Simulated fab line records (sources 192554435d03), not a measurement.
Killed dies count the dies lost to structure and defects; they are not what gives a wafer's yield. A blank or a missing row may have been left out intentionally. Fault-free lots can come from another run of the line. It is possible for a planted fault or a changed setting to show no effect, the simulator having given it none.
fab line records ; flow n5Finfet
record lots=7; wafers=18; lastDay=17
route steps=1938 shown BEOL_M3@962 BEOL_M4@1111
lots that met no fault: from a run of the same line without faults
startH: hours from the record's first day to the start of the lot's first wafer shown ; waitH: time in hours since the lot's previous step ; " as in the row above ; L1.1+2: a single row standing in for several wafers ; - no value, or no start given ; * or withheld: withheld ; < > ~ a bound
route shown NAME@n: names a module that has steps shown in the file, with the first one's number in the route ; usual: mean and standard deviation over wafers with no fault ; same: alike in all rows ; chamber/n: place in a boat ; sites: readings site by site ; _std_site: the values' standard deviation ; _edge_site: the outer-site mean with the inner-site mean subtracted ; radiusMm: how far each site lies from the wafer's centre ; mask NAME#n: copy n ; behind: the tool/chamber that last shaped the wafer ; hold: cause of the lot's hold/its duration in hours/its outcome ; device: names the non-switching transistor (n, p or np) ; end of line: the same wafers' tests at the end of the route ; a step with no rows: only its recipe ; killed: the dies lost at the first sort to structure and to defects; this is not the yield of the wafer ; map: per-die view of a wafer (x killed, . not killed, _ where there is no die)
set.NAME: setting as actually run; set.NAME@STEP: the setting as run at that earlier step ; model.NAME: the simulator's own value behind a step, which no gauge read
lots seen at some steps along the route; tables by step, rows by wafer
services: when a tool's chamber went out of use (startH, in hours from the record's first day, below 0 if earlier), for how many hours, and the reason
## steps
# step N5_BEOL_M3_SOFTBAKE_23
# recipe tempC=110; timeS=60; resist=CAR-EUV
# step N5_BEOL_M3_EXPOSE_25
# recipe maskId=V2; na=0.33; sourceShape=quasar; sigmaInner=0.2; sigmaOuter=0.8; polarization=unpolarized; defocusNm=5; doseMj=63
# step N5_BEOL_M3_PEB_26
# recipe pebTempC=100; pebTimeS=60; resist=CAR-EUV
# step N5_BEOL_M3_DEVELOP_27
# recipe developTimeS=30; developer=TMAH; resist=CAR-EUV; rinseLiquid=surfactantRinse; dry=airSpin; devTempC=23
# step N5_BEOL_M3_CD_MEAS_28
# recipe targetCdNm=25.7; landingEnergyEv=500; detector=seInlens; targetCdYNm=23.3; polarity=opening
# usual cdNm=25.81/0.24
lot.wafer;tool;chamber;startH;waitH;cdNm
L207.2;cdSem-03;0;196.77;-;25.80
L207.4;cdSem-03;0;196.77;-;25.52
L207.6;cdSem-03;0;196.77;-;25.96
L209.2;cdSem-02;0;206.34;-;25.60
L209.3;cdSem-02;0;206.34;-;25.68
L209.6;cdSem-02;0;206.34;-;25.63
L213.1;cdSem-02;0;240.36;-;25.91
L213.3;cdSem-02;0;240.36;-;25.97
L214.1;cdSem-02;0;243.05;-;25.83
L214.4;cdSem-02;0;243.05;-;25.74
L218.3;cdSem-02;0;264.76;-;25.91
L218.6;cdSem-02;0;264.76;-;25.93
L220.4;cdSem-03;0;282.77;-;25.99
L220.5;cdSem-03;0;282.77;-;25.71
L220.6;cdSem-03;0;282.77;-;26.14
L221.3;cdSem-02;0;292.06;-;25.88
L221.4;cdSem-02;0;292.06;-;26.08
L221.5;cdSem-02;0;292.06;-;25.81
# step N5_BEOL_M3_OVL_MEAS_29
# recipe pointsPerWafer=522
# usual V2_OVL=0.3/0.69
lot.wafer;tool;chamber;startH;waitH;V2_OVL[nm]
L207.2;overlay-02;0;196.81;0.0;0.1
L207.4;overlay-02;0;196.81;0.0;-0.3
L207.6;overlay-02;0;196.81;0.0;-0.4
L209.2;overlay-01;0;206.37;0.0;0.0
L209.3;overlay-01;0;206.37;0.0;0.2
L209.6;overlay-01;0;206.37;0.0;0.7
L213.1;overlay-02;0;240.39;0.0;-0.2
L213.3;overlay-02;0;240.39;0.0;0.5
L214.1;overlay-01;0;243.08;0.0;0.5
L214.4;overlay-01;0;243.08;0.0;0.8
L218.3;overlay-02;0;264.80;0.0;-0.8
L218.6;overlay-02;0;264.80;0.0;0.5
L220.4;overlay-02;0;282.81;0.0;0.5
L220.5;overlay-02;0;282.81;0.0;-0.4
L220.6;overlay-02;0;282.81;0.0;-0.1
L221.3;overlay-02;0;292.10;0.0;0.4
L221.4;overlay-02;0;292.10;0.0;1.2
L221.5;overlay-02;0;292.10;0.0;0.7
# step N5_BEOL_M3_INSPECT_30
# recipe mode=adi; inspectInstrument=brightfield
# usual rawDefectCount=420/92
lot.wafer;tool;chamber;startH;waitH;rawDefectCount
L207.2;defectInspect-02;-;196.86;0.0;401
L207.4;defectInspect-02;-;196.86;0.0;374
L207.6;defectInspect-02;-;196.86;0.0;538
L209.2;defectInspect-02;-;206.42;0.0;370
L209.3;defectInspect-02;-;206.42;0.0;359
L209.6;defectInspect-02;-;206.42;0.0;530
L213.1;defectInspect-02;-;240.45;0.1;373
L213.3;defectInspect-02;-;240.45;0.1;439
L214.1;defectInspect-01;-;243.14;0.1;256
L214.4;defectInspect-01;-;243.14;0.1;301
L218.3;defectInspect-02;-;264.84;0.0;353
L218.6;defectInspect-02;-;264.84;0.0;429
L220.4;defectInspect-01;-;282.86;0.0;289
L220.5;defectInspect-01;-;282.86;0.0;361
L220.6;defectInspect-01;-;282.86;0.0;327
L221.3;defectInspect-01;-;292.14;0.0;425
L221.4;defectInspect-01;-;292.14;0.0;453
L221.5;defectInspect-01;-;292.14;0.0;428
# step N5_BEOL_M3_DESCUM_33
# recipe chemistry=O2; timeS=7; sourcePowerW=50; biasPowerW=20; pressureMtorr=20; rfFrequencyHz=2.712e+07; tempC=40; resist=CAR-EUV; o2FlowSccm=225
# usual drypumpMotorCurrentA=5.8/0.5; oesProductAu=0.79/0.059; rfVppV=242.9/1.1; showerheadPlenumPTorr=2.09/0.046; throttleValvePct=20.41/0.23
lot.wafer;tool;chamber;startH;waitH;drypumpMotorCurrentA;oesProductAu;rfHoursCounterH;rfVppV;showerheadPlenumPTorr;throttleValvePct
L207.2;rieDiel-02;2;196.89;0.0;6.4;0.72;168;242.3;2.12;20.75
L207.4;rieDiel-02;3;196.89;0.0;5.4;0.75;167;243.3;2.09;20.65
L207.6;rieDiel-02;3;196.89;0.0;5.4;0.76;-;242.4;2.09;20.65
L209.2;rieDiel-02;1;206.46;0.0;5.7;0.80;100;241.8;2.02;20.28
L209.3;rieDiel-02;0;206.46;0.0;5.4;0.86;56;242.0;2.07;20.09
L209.6;rieDiel-02;3;206.46;0.0;5.4;0.75;-;241.9;2.09;20.66
L213.1;rieDiel-02;1;240.48;0.0;5.7;0.78;109;240.9;2.02;20.30
L213.3;rieDiel-02;0;240.48;0.0;5.4;0.85;66;240.9;2.07;20.13
L214.1;rieDiel-02;2;243.17;0.0;6.5;0.71;182;243.2;2.11;20.80
L214.4;rieDiel-02;3;243.17;0.0;5.4;0.74;181;242.4;2.08;20.67
L218.3;rieDiel-03;1;264.88;0.0;4.8;0.87;43;242.9;2.13;20.24
L218.6;rieDiel-03;0;264.88;0.0;5.3;0.80;-;243.2;2.04;20.52
L220.4;rieDiel-02;3;282.89;0.0;5.4;0.73;192;242.7;2.08;20.68
L220.5;rieDiel-02;1;282.89;0.0;5.7;0.77;-;242.1;2.01;20.32
L220.6;rieDiel-02;0;282.89;0.0;5.4;0.83;-;241.6;2.06;20.13
L221.3;rieDiel-02;0;292.65;0.5;5.4;0.83;80;242.1;2.06;20.13
L221.4;rieDiel-02;3;292.65;0.5;5.4;0.73;195;241.7;2.08;20.69
L221.5;rieDiel-02;1;292.65;0.5;5.7;0.77;-;242.0;2.01;20.29
# step N5_BEOL_M3_ETCH_77
# recipe chemistry=N2/H2; target=underlayer; targetDepthA=65; maskMaterial=CAR-EUV; timeS=5.2; ionEnergyEv=200; pressureMtorr=30; sourceW=840; biasW=150; n2FlowSccm=200; h2FlowSccm=200; ends=cleared
# usual drypumpMotorCurrentA=5.8/0.51; etchRfOnTimeS=5.13/0.14; oesProductAu=0.67/0.059; rfVppV=523.5/1.9; showerheadPlenumPTorr=2.53/0.052; throttleValvePct=17.82/0.25
lot.wafer;tool;chamber;startH;waitH;drypumpMotorCurrentA;etchRfOnTimeS;oesProductAu;rfHoursCounterH;rfVppV;showerheadPlenumPTorr;throttleValvePct
L207.2;rieDiel-02;2;196.93;0.0;6.4;5.33;0.61;168;522.9;2.52;17.89
L207.4;rieDiel-02;3;196.93;0.0;5.4;5.28;0.63;167;523.8;2.56;18.28
L207.6;rieDiel-02;3;196.93;0.0;5.4;5.23;0.63;-;525.4;2.56;18.28
L209.2;rieDiel-02;1;206.49;0.0;5.7;5.06;0.69;100;520.0;2.45;17.82
L209.3;rieDiel-02;0;206.49;0.0;5.4;4.88;0.77;56;522.8;2.50;17.50
L209.6;rieDiel-02;3;206.49;0.0;5.4;5.24;0.64;-;525.1;2.56;18.29
L213.1;rieDiel-02;1;240.52;0.0;5.7;5.13;0.67;109;522.8;2.45;17.83
L213.3;rieDiel-02;0;240.52;0.0;5.4;4.85;0.77;66;522.3;2.50;17.51
L214.1;rieDiel-02;2;243.20;0.0;6.4;5.36;0.58;182;522.7;2.51;17.91
L214.4;rieDiel-02;3;243.20;0.0;5.4;5.33;0.61;181;524.3;2.56;18.29
L218.3;rieDiel-03;1;264.91;0.0;4.8;5.08;0.74;43;526.0;2.60;17.71
L218.6;rieDiel-03;0;264.91;0.0;5.3;5.10;0.69;-;522.1;2.46;17.88
L220.4;rieDiel-02;3;282.92;0.0;5.4;5.30;0.61;192;523.6;2.55;18.32
L220.5;rieDiel-02;1;282.92;0.0;5.7;5.13;0.67;-;521.6;2.44;17.87
L220.6;rieDiel-02;0;282.92;0.0;5.4;4.94;0.75;-;524.0;2.49;17.52
L221.3;rieDiel-02;0;292.69;0.0;5.4;4.91;0.74;80;521.1;2.49;17.54
L221.4;rieDiel-02;3;292.69;0.0;5.4;5.23;0.61;195;521.0;2.55;18.31
L221.5;rieDiel-02;1;292.69;0.0;5.7;5.12;0.66;-;519.5;2.44;17.87
# step N5_BEOL_M3_ETCH_69
# recipe chemistry=CF4; target=SiARC; targetDepthA=156; maskMaterial=CAR-EUV; timeS=26; ionEnergyEv=80; pressureMtorr=40; sourceW=545; biasW=36; Ar_flow_sccm=100; cf4FlowSccm=100; ends=cleared
# usual drypumpMotorCurrentA=5.8/0.51; etchRfOnTimeS=25.7/0.7; oesProductAu=0.67/0.059; rfVppV=184.0/1; showerheadPlenumPTorr=2.12/0.045; throttleValvePct=15.52/0.23
lot.wafer;tool;chamber;startH;waitH;drypumpMotorCurrentA;etchRfOnTimeS;oesProductAu;rfHoursCounterH;rfVppV;showerheadPlenumPTorr;throttleValvePct
L207.2;rieDiel-02;2;196.94;0.0;6.5;26.8;0.60;168;182.9;2.13;15.79
L207.4;rieDiel-02;3;196.94;0.0;5.4;26.6;0.63;167;183.4;2.10;15.69
L207.6;rieDiel-02;3;196.94;0.0;5.4;26.6;0.62;-;184.9;2.11;15.71
L209.2;rieDiel-02;1;206.51;0.0;5.7;25.2;0.69;100;182.7;2.07;15.44
L209.3;rieDiel-02;0;206.51;0.0;5.4;24.6;0.77;56;182.2;2.08;15.05
L209.6;rieDiel-02;3;206.51;0.0;5.4;26.2;0.63;-;185.0;2.10;15.69
L213.1;rieDiel-02;1;240.54;0.0;5.7;25.5;0.68;109;183.8;2.07;15.45
L213.3;rieDiel-02;0;240.54;0.0;5.4;24.8;0.74;66;184.9;2.08;15.06
L214.1;rieDiel-02;2;243.22;0.0;6.4;26.8;0.59;182;183.5;2.13;15.80
L214.4;rieDiel-02;3;243.22;0.0;5.4;26.7;0.61;181;183.2;2.10;15.70
L218.3;rieDiel-03;1;264.93;0.0;4.8;25.5;0.74;43;183.6;2.18;15.45
L218.6;rieDiel-03;0;264.93;0.0;5.3;25.6;0.70;-;183.2;2.07;15.51
L220.4;rieDiel-02;3;282.94;0.0;5.4;27.0;0.60;192;183.8;2.10;15.75
L220.5;rieDiel-02;1;282.94;0.0;5.7;26.2;0.67;-;183.2;2.06;15.47
L220.6;rieDiel-02;0;282.94;0.0;5.4;25.0;0.74;-;184.4;2.08;15.09
L221.3;rieDiel-02;0;292.70;0.0;5.4;24.9;0.73;80;183.6;2.08;15.08
L221.4;rieDiel-02;3;292.70;0.0;5.4;26.5;0.61;195;183.1;2.10;15.72
L221.5;rieDiel-02;1;292.70;0.0;5.7;25.9;0.66;-;182.4;2.06;15.49
# step N5_BEOL_M3_ALD_98
# recipe material=SiO2; targetThkA=25; tempC=100; aldPrecursorFamily=BDEAS; aldCoReactant=O2-plasma; pulseTimeS=1; coReactantPulseTimeS=1; purgeTimeS=2; coReactantPurgeTimeS=2; aldCycles=17; pressureTorr=2
# usual heaterPowerW=79/5.4; precursorPulseHeightRel=0.998/0.021; susceptorTempC=99.98/0.13
# same pulseTimeS=1
lot.wafer;tool;chamber;startH;waitH;heaterPowerW;precursorPulseHeightRel;susceptorTempC
L207.2;aldSin-02;0;197.03;0.1;85;1.005;99.86
L207.4;aldSin-02;2;197.03;0.1;83;0.994;99.86
L207.6;aldSin-02;3;197.03;0.1;72;0.967;100.15
L209.2;aldSin-02;1;206.59;0.1;74;0.988;100.01
L209.3;aldSin-02;2;206.59;0.1;82;1.004;99.78
L209.6;aldSin-02;3;206.59;0.1;70;0.988;99.88
L213.1;aldSin-02;2;241.62;1.1;83;1.055;100.01
L213.3;aldSin-02;0;241.62;1.1;82;0.985;100.04
L214.1;aldSin-03;0;243.30;0.1;81;0.977;100.11
L214.4;aldSin-03;2;243.30;0.1;82;0.988;100.20
L218.3;aldSin-04;1;265.15;0.2;92;1.008;99.95
L218.6;aldSin-04;0;265.15;0.2;78;1.027;99.89
L220.4;aldSin-03;2;283.02;0.1;84;1.037;99.91
L220.5;aldSin-03;1;283.02;0.1;74;1.012;100.14
L220.6;aldSin-03;0;283.02;0.1;81;1.018;99.97
L221.3;aldSin-02;3;292.79;0.1;77;1.030;99.99
L221.4;aldSin-02;2;292.79;0.1;86;0.982;100.13
L221.5;aldSin-02;0;292.79;0.1;83;0.961;100.05
# step N5_BEOL_M3_ETCHBACK_99
# recipe chemistry=CHF3; target=SiO2; targetDepthA=50; timeS=10.4; sourceW=215; biasW=47; Ar_flow_sccm=200; CHF3_flow_sccm=12; ionEnergyEv=100; pressureMtorr=30
# usual drypumpMotorCurrentA=5.7/0.53; oes_ar_750_au=0.79/0.069; oesProductAu=0.79/0.069; rfVppV=243/5; showerheadPlenumPTorr=2.13/0.038; throttleValvePct=16.98/0.2
lot.wafer;tool;chamber;startH;waitH;drypumpMotorCurrentA;oes_ar_750_au;oesProductAu;rfHoursCounterH;rfVppV;showerheadPlenumPTorr;throttleValvePct
L207.2;rieDiel-02;1;198.94;1.9;5.7;0.81;0.80;98;241;2.09;16.95
L207.4;rieDiel-02;0;198.94;1.9;5.4;0.88;0.89;54;250;2.11;16.60
L207.6;rieDiel-02;2;198.94;1.9;6.5;0.71;0.71;-;241;2.14;17.19
L209.2;rieDiel-02;3;214.57;7.9;5.4;0.71;0.74;172;248;2.11;17.12
L209.3;rieDiel-02;1;214.57;7.9;5.7;0.80;0.80;102;243;2.08;16.98
L209.6;rieDiel-02;2;214.57;7.9;6.4;0.71;0.70;-;242;2.14;17.23
L214.1;rieDiel-02;1;244.32;1.0;5.7;0.80;0.78;110;242;2.08;16.98
L214.4;rieDiel-02;2;244.32;1.0;6.4;0.70;0.69;182;242;2.14;17.23
L213.1;rieDiel-02;3;247.53;5.9;5.4;0.71;0.73;182;249;2.11;17.13
L213.3;rieDiel-02;0;247.53;5.9;5.4;0.86;0.87;68;249;2.11;16.64
L218.3;rieDiel-02;2;275.98;10.8;6.4;0.70;0.69;190;240;2.13;17.26
L218.6;rieDiel-02;2;275.98;10.8;6.4;0.70;0.69;-;240;2.13;17.25
L220.4;rieDiel-03;1;289.21;6.1;4.8;0.84;0.86;50;247;2.18;16.89
L220.5;rieDiel-03;2;289.21;6.1;5.7;0.97;0.97;-;238;2.20;16.69
L220.6;rieDiel-03;1;289.21;6.1;4.8;0.84;0.85;-;247;2.18;16.87
L221.3;rieDiel-05;2;292.91;0.1;5.9;0.80;0.78;138;232;2.15;16.86
L221.4;rieDiel-05;1;292.91;0.1;5.7;0.71;0.71;-;235;2.20;16.90
L221.5;rieDiel-05;2;292.91;0.1;5.9;0.79;0.77;-;233;2.15;16.85
# step N5_BEOL_M3_ETCH_70
# recipe chemistry=N2/H2; target=SOC; targetDepthA=800; overetchA=160; maskMaterial=SiARC; tempC=40; timeS=120; ionEnergyEv=200; pressureMtorr=30; sourceW=840; biasW=150; n2FlowSccm=200; h2FlowSccm=200
# usual drypumpMotorCurrentA=5.7/0.53; oesProductAu=0.60/0.048; rfVppV=523.4/1.7; runLengthS=143.4/0.5; showerheadPlenumPTorr=2.53/0.051; throttleValvePct=17.80/0.25
lot.wafer;tool;chamber;startH;waitH;drypumpMotorCurrentA;oesProductAu;rfHoursCounterH;rfVppV;runLengthS;showerheadPlenumPTorr;throttleValvePct
L207.2;rieDiel-02;1;198.98;0.0;5.7;0.60;98;521.2;143.7;2.45;17.77
L207.4;rieDiel-02;0;198.98;0.0;5.4;0.67;54;521.4;143.8;2.50;17.45
L207.6;rieDiel-02;2;198.98;0.0;6.4;0.54;-;521.8;143.1;2.52;17.83
L209.2;rieDiel-02;3;214.60;0.0;5.4;0.57;173;524.6;143.4;2.56;18.24
L209.3;rieDiel-02;1;214.60;0.0;5.7;0.60;102;522.0;143.9;2.45;17.79
L209.6;rieDiel-02;2;214.60;0.0;6.4;0.55;-;523.3;142.7;2.52;17.86
L214.1;rieDiel-02;1;244.36;0.0;5.7;0.59;110;520.4;150.7;2.45;17.81
L214.4;rieDiel-02;2;244.36;0.0;6.4;0.54;182;523.4;142.9;2.51;17.87
L213.1;rieDiel-02;3;247.56;0.0;5.4;0.55;182;522.9;150.8;2.56;18.25
L213.3;rieDiel-02;0;247.56;0.0;5.4;0.66;68;522.9;143.8;2.50;17.49
L218.3;rieDiel-02;2;276.02;0.0;6.5;0.53;190;524.6;143.1;2.51;17.88
L218.6;rieDiel-02;2;276.02;0.0;6.4;0.52;-;523.6;149.8;2.51;17.89
L220.4;rieDiel-03;1;289.24;0.0;4.8;0.66;50;525.2;143.6;2.59;17.68
L220.5;rieDiel-03;2;289.24;0.0;5.7;0.74;-;524.4;143.9;2.60;17.40
L220.6;rieDiel-03;1;289.24;0.0;4.8;0.65;-;524.7;143.2;2.59;17.66
L221.3;rieDiel-05;2;292.95;0.0;5.9;0.60;138;524.4;143.3;2.53;17.49
L221.4;rieDiel-05;1;292.95;0.0;5.7;0.55;-;526.7;142.9;2.60;17.62
L221.5;rieDiel-05;2;292.95;0.0;5.9;0.59;-;523.7;142.5;2.53;17.48
# step N5_BEOL_M3_STRIP_71
# recipe chemistry=N2/H2; tempC=40; n2FlowSccm=200; h2FlowSccm=200; rfFrequencyHz=6e+07
# step N5_BEOL_M4_RC_MEAS_101
# usual DIBL_N=36.0/2.2; DIBL_P=35.9/2.6; IOFF_N=0.16/0.038; IOFF_P=0.21/0.042; ION_N=675/15; ION_P=463/10; SS_N=71.5/0.62; SS_P=73.2/0.76; VT_N=250/4.1; VT_P=-251/3.6
lot.wafer;tool;chamber;startH;waitH;DIBL_N[mV/V];DIBL_P[mV/V];IOFF_N[nA/um];IOFF_P[nA/um];ION_N[uA/um];ION_P[uA/um];SS_N[mV/dec];SS_P[mV/dec];VT_N[mV];VT_P[mV]
L207.2;prober-02;0;216.01;0.2;37.0;34.9;0.14;0.16;671;449;71.9;73.1;254;-257
L207.4;prober-02;0;216.01;0.2;36.9;36.5;0.16;0.19;683;458;72.4;73.1;252;-256
L207.6;prober-02;0;216.01;0.2;34.9;33.9;0.11;0.15;661;445;71.1;73.0;256;-257
L209.2;prober-01;0;230.65;0.2;37.6;35.9;0.17;0.25;688;479;71.0;73.6;251;-247
L209.3;prober-01;0;230.65;0.2;36.6;33.7;0.13;0.20;673;468;70.5;72.3;251;-250
L209.6;prober-01;0;230.65;0.2;36.8;33.6;0.14;0.21;660;454;71.1;73.3;251;-249
L214.1;prober-01;0;262.09;0.0;34.9;36.9;0.16;0.23;678;471;70.9;73.9;248;-248
L214.4;prober-01;0;262.09;0.0;37.8;40.2;0.24;0.28;723;484;72.0;74.1;239;-247
L213.1;prober-01;0;264.37;0.1;30.7;29.6;0.08;0.11;656;448;70.8;72.5;261;-261
L213.3;prober-01;0;264.37;0.1;39.7;39.5;0.23;0.24;674;456;73.9;74.6;245;-251
L218.3;prober-02;0;293.88;0.3;35.8;36.7;0.17;0.21;692;470;71.0;73.0;248;-250
L218.6;prober-02;0;293.88;0.3;39.5;40.8;0.26;0.29;706;482;72.5;75.1;245;-244
L221.3;prober-02;0;306.66;0.3;34.1;34.9;0.15;0.21;684;474;71.1;73.1;247;-249
L221.4;prober-02;0;306.66;0.3;32.8;30.7;0.12;0.16;666;459;71.3;71.2;251;-253
L221.5;prober-02;0;306.66;0.3;36.8;37.0;0.20;0.25;690;472;71.9;73.3;244;-245
L220.4;prober-01;0;306.72;0.5;37.9;38.4;0.21;0.23;669;453;72.2;73.3;249;-252
L220.5;prober-01;0;306.72;0.5;36.3;37.6;0.18;0.21;688;463;72.1;73.5;246;-251
L220.6;prober-01;0;306.72;0.5;37.7;40.2;0.20;0.26;677;461;72.3;74.5;246;-250
## services
tool;chamber;startH;hours;kind
rieDiel-03;2;189.48;14.7;repair
aldSin-04;1;226.54;1.7;repair
aldSin-04;3;231.17;16.1;repair
aldSin-02;0;232.17;4.1;repair
aldSin-02;3;238.06;6.4;repair
aldSin-04;2;240.62;5.4;repair
rieDiel-02;-;249.58;2.8;pm
aldSin-03;-;255.48;1.8;repair
aldSin-03;1;260.56;3.2;repair
rieDiel-03;2;261.75;-;clean
rieDiel-03;2;261.75;-;consumableReplace:focusRing
rieDiel-03;2;261.75;24.2;scheduledDown
rieDiel-03;2;261.75;24.2;ventCycle
aldSin-02;-;263.74;4.6;repair
aldSin-02;-;268.35;14.0;pm
aldSin-02;0;268.35;14.0;ventCycle
aldSin-02;1;268.35;14.0;ventCycle
aldSin-02;2;268.35;14.0;ventCycle
aldSin-02;3;268.35;20.8;ventCycle
rieDiel-05;0;269.66;-;clean
rieDiel-05;0;269.66;-;consumableReplace:focusRing
aldSin-02;0;282.35;-;clean
aldSin-02;1;282.35;-;clean
aldSin-02;2;282.35;-;clean
## key
firstSign step=N5_BEOL_M3_ETCH_70; reading=runLengthS; direction=up; sigmas=14; usual=*; struck=*
effect none on later readings
metAt N5_BEOL_M3_ETCH_70
struckWafers L213.1,L214.1,L218.6
onsetBetween 214.60 244.36
fault kind=processParameterDrift; tool=rieDiel-02; chamber=-; onsetH=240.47; steps=N5_BEOL_M3_ETCH_70; channel=timeS; offset=*; shape=step; endH=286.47; scope=struckWafersOnly; actsIn=*; stated=*
